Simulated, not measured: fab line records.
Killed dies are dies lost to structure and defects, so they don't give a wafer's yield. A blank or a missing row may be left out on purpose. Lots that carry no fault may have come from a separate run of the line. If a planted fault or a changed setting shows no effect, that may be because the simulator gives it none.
What tool caused it? + flow n5Finfet + 13 lots, 33 wafers sampled, at 5 steps of a route of 1938

## WHAT THE GAUGES READ, wafer by wafer
N5_BEOL_M9_OVL_MEAS_12. Usual: M9_OVL 0.1 nm, standard deviation 0.64.
| lot  | measured     | on         | M9_OVL (nm)    | flag |
|------|--------------|------------|----------------|------|
| L465 | day 9 19:13  | overlay-02 | -0.1 -0.4 0.2  |      |
| L468 | day 10 08:27 | overlay-01 | -0.3 0.5       |      |
| L467 | day 10 15:40 | overlay-02 | 0.1 -1.1       |      |
| L469 | day 10 18:20 | overlay-01 | -0.3 -1.3      |      |
| L470 | day 10 19:53 | overlay-01 | 0.1 0.3        |      |
| L473 | day 11 19:54 | overlay-02 | 0.9 1.3        |      |
| L474 | day 11 20:10 | overlay-02 | -0.1 -0.2 -0.6 |      |
| L475 | day 12 03:08 | overlay-02 | -0.2 -0.2      |      |
| L480 | day 13 14:11 | overlay-02 | -0.2 0.7 0.8   |      |
| L483 | day 14 01:45 | overlay-01 | -0.2 1.6 0.0   |      |
| L485 | day 14 11:14 | overlay-02 | 0.3 -1.0 -0.3  |      |
| L486 | day 15 01:59 | overlay-02 | -0.3 1.0 -0.9  |      |
| L487 | day 15 12:37 | overlay-01 | 0.8 0.6 0.7    |      |

N5_BEOL_M9_OVL_MEAS_29. Usual: V8_OVL 0.1 nm, standard deviation 0.61.
| lot  | measured     | on         | V8_OVL (nm)    | flag |
|------|--------------|------------|----------------|------|
| L465 | day 9 21:22  | overlay-01 | 0.5 0.9 0.5    |      |
| L468 | day 10 10:34 | overlay-01 | 0.5 0.1        |      |
| L467 | day 10 18:06 | overlay-02 | 0.4 1.1        |      |
| L469 | day 10 20:22 | overlay-02 | 1.2 1.0        |      |
| L470 | day 10 20:55 | overlay-02 | 0.0 -0.5       |      |
| L473 | day 11 21:45 | overlay-02 | -0.7 -0.1      |      |
| L474 | day 11 21:49 | overlay-02 | 1.1 0.3 1.2    |      |
| L475 | day 12 04:22 | overlay-02 | 0.2 -0.2       |      |
| L480 | day 13 17:10 | overlay-02 | -1.2 0.3 -0.2  |      |
| L483 | day 14 02:37 | overlay-01 | -0.1 -0.2 0.4  |      |
| L485 | day 14 14:09 | overlay-01 | 0.7 0.5 1.2    |      |
| L486 | day 15 03:01 | overlay-01 | -0.1 -0.1 -0.2 |      |
| L487 | day 15 13:38 | overlay-01 | -0.6 0.6 0.1   |      |

N5_BEOL_M9_INSPECT_30: inspects for defects (brightfield). Usual: rawDefectCount 372, standard deviation 90.
| lot  | measured     | on               | rawDefectCount | flag |
|------|--------------|------------------|----------------|------|
| L465 | day 9 21:25  | defectInspect-02 | 412 285 286    |      |
| L468 | day 10 10:37 | defectInspect-02 | 402 342        |      |
| L467 | day 10 18:09 | defectInspect-02 | 374 360        |      |
| L469 | day 10 20:26 | defectInspect-02 | 318 366        |      |
| L470 | day 10 20:58 | defectInspect-01 | 276 318        |      |
| L473 | day 11 21:47 | defectInspect-01 | 511 472        |      |
| L474 | day 11 21:52 | defectInspect-01 | 420 431 344    |      |
| L475 | day 12 04:25 | defectInspect-01 | 396 292        |      |
| L480 | day 13 17:14 | defectInspect-01 | 384 426 322    |      |
| L483 | day 14 02:40 | defectInspect-02 | 551 686 686    |      |
| L485 | day 14 14:12 | defectInspect-01 | 362 342 424    |      |
| L486 | day 15 03:04 | defectInspect-01 | 371 369 349    |      |
| L487 | day 15 13:41 | defectInspect-01 | 435 357 326    |      |

## WHAT TOOL EACH LOT RAN ON (gives the tool, then ch and the chambers of the sampled wafers, and finally the start)
| lot  | N5_BEOL_M9_CURE_71           | N5_BEOL_M9_HM_OPEN_17            |
|------|------------------------------|----------------------------------|
| L465 | uvCure-03 ch 1, day 9 16:29  | rieMetal-01 ch 0,1, day 9 19:35  |
| L468 | uvCure-02 ch 0, day 10 06:12 | rieMetal-01 ch 1, day 10 08:47   |
| L467 | uvCure-03 ch 2, day 10 13:33 | rieMetal-02 ch 0, day 10 16:01   |
| L469 | uvCure-01 ch 1, day 10 16:19 | rieMetal-03 ch 0,1, day 10 18:46 |
| L470 | uvCure-03 ch 0, day 10 18:11 | rieMetal-03 ch 0,1, day 10 20:14 |
| L473 | uvCure-02 ch 0, day 11 18:29 | rieMetal-02 ch 0, day 11 20:22   |
| L474 | uvCure-03 ch 2, day 11 18:46 | rieMetal-03 ch 0, day 11 20:29   |
| L475 | uvCure-02 ch 2, day 12 01:59 | rieMetal-01 ch 0,1, day 12 03:46 |
| L480 | uvCure-02 ch 0, day 13 12:36 | rieMetal-03 ch 0,1, day 13 14:34 |
| L483 | uvCure-02 ch 1, day 13 23:33 | rieMetal-01 ch 0,1, day 14 02:05 |
| L485 | uvCure-03 ch 2, day 14 07:15 | rieMetal-02 ch 0,1, day 14 11:40 |
| L486 | uvCure-02 ch 0, day 15 00:29 | rieMetal-03 ch 0,1, day 15 02:20 |
| L487 | uvCure-02 ch 2, day 15 10:43 | rieMetal-02 ch 0,1, day 15 12:58 |
- N5_BEOL_M9_CURE_71: cures SiCOH lowk, time 240 s.
- N5_BEOL_M9_HM_OPEN_17: chemistry Cl2/BCl3, target TiN, target depth 20 nm, overetch 6 nm.

## AS READ BY THE TOOLS THEMSELVES (means over the sampled wafers that have a number; for cases with no such wafer, the mark the record gives instead)
N5_BEOL_M9_CURE_71. Usual: lampPowerPct 52.32 %, standard deviation 0.053; wafer_temp_C_max 387.1, standard deviation 0.71.
| lot  | tool      | lampPowerPct (%) | wafer_temp_C_max | flag |
|------|-----------|------------------|------------------|------|
| L465 | uvCure-03 | 52.31            | 388.2            |      |
| L468 | uvCure-02 | 52.31            | 387.9            |      |
| L467 | uvCure-03 | 52.28            | 387.1            |      |
| L469 | uvCure-01 | 52.30            | 387.7            |      |
| L470 | uvCure-03 | 52.28            | 385.5            |      |
| L473 | uvCure-02 | 52.23            | 387.3            |      |
| L474 | uvCure-03 | 52.28            | 387.4            |      |
| L475 | uvCure-02 | 52.27            | 386.0            |      |
| L480 | uvCure-02 | 52.33            | 388.1            |      |
| L483 | uvCure-02 | 52.36            | 387.1            |      |
| L485 | uvCure-03 | 52.32            | 387.2            |      |
| L486 | uvCure-02 | 52.31            | 387.3            |      |
| L487 | uvCure-02 | 52.32            | 386.6            |      |

N5_BEOL_M9_HM_OPEN_17. Usual: drypumpMotorCurrentA 5.89 A, standard deviation 0.25; oesProductAu 0.66 a.u., standard deviation 0.055; throttleValvePct 22.26 %, standard deviation 0.23.
| lot  | tool        | drypumpMotorCurrentA (A) | oesProductAu (a.u.) | throttleValvePct (%) | flag |
|------|-------------|--------------------------|---------------------|----------------------|------|
| L465 | rieMetal-01 | 6.22                     | 0.71                | 22.22                |      |
| L468 | rieMetal-01 | 6.03                     | 0.65                | 22.11                |      |
| L467 | rieMetal-02 | 6.06                     | 0.63                | 22.03                |      |
| L469 | rieMetal-03 | 5.68                     | 0.69                | 22.20                |      |
| L470 | rieMetal-03 | 5.65                     | 0.68                | 22.23                |      |
| L473 | rieMetal-02 | 6.06                     | 0.63                | 22.02                |      |
| L474 | rieMetal-03 | 5.78                     | 0.67                | 22.25                |      |
| L475 | rieMetal-01 | 6.16                     | 0.67                | 22.23                |      |
| L480 | rieMetal-03 | 5.64                     | 0.67                | 22.22                |      |
| L483 | rieMetal-01 | 6.21                     | 0.67                | 22.25                |      |
| L485 | rieMetal-02 | 5.92                     | 0.66                | 22.20                |      |
| L486 | rieMetal-03 | 5.71                     | 0.66                | 22.24                |      |
| L487 | rieMetal-02 | 5.77                     | 0.70                | 22.34                |      |

## THE ANSWER, worked out from the rows above alone
Rule: a lot counts as off when the mean over its wafers that have a number is more than 3 standard deviations away from the usual mean. A lot without any number at a reading at which 4 lots or more have one is off too. Where the step has rows for the other lots, those lots are counted as sound. After the gauges, taken in route order, come the tools' own readings; for these a lot's mean is taken, as printed above. The first step at which some lot is off is used, and at that step the reading that is off furthest; a lot without a number counts as furthest.
No lot is off at any reading shown: from this, nothing can be told.

## WHAT THE SIMULATOR HAD PUT IN
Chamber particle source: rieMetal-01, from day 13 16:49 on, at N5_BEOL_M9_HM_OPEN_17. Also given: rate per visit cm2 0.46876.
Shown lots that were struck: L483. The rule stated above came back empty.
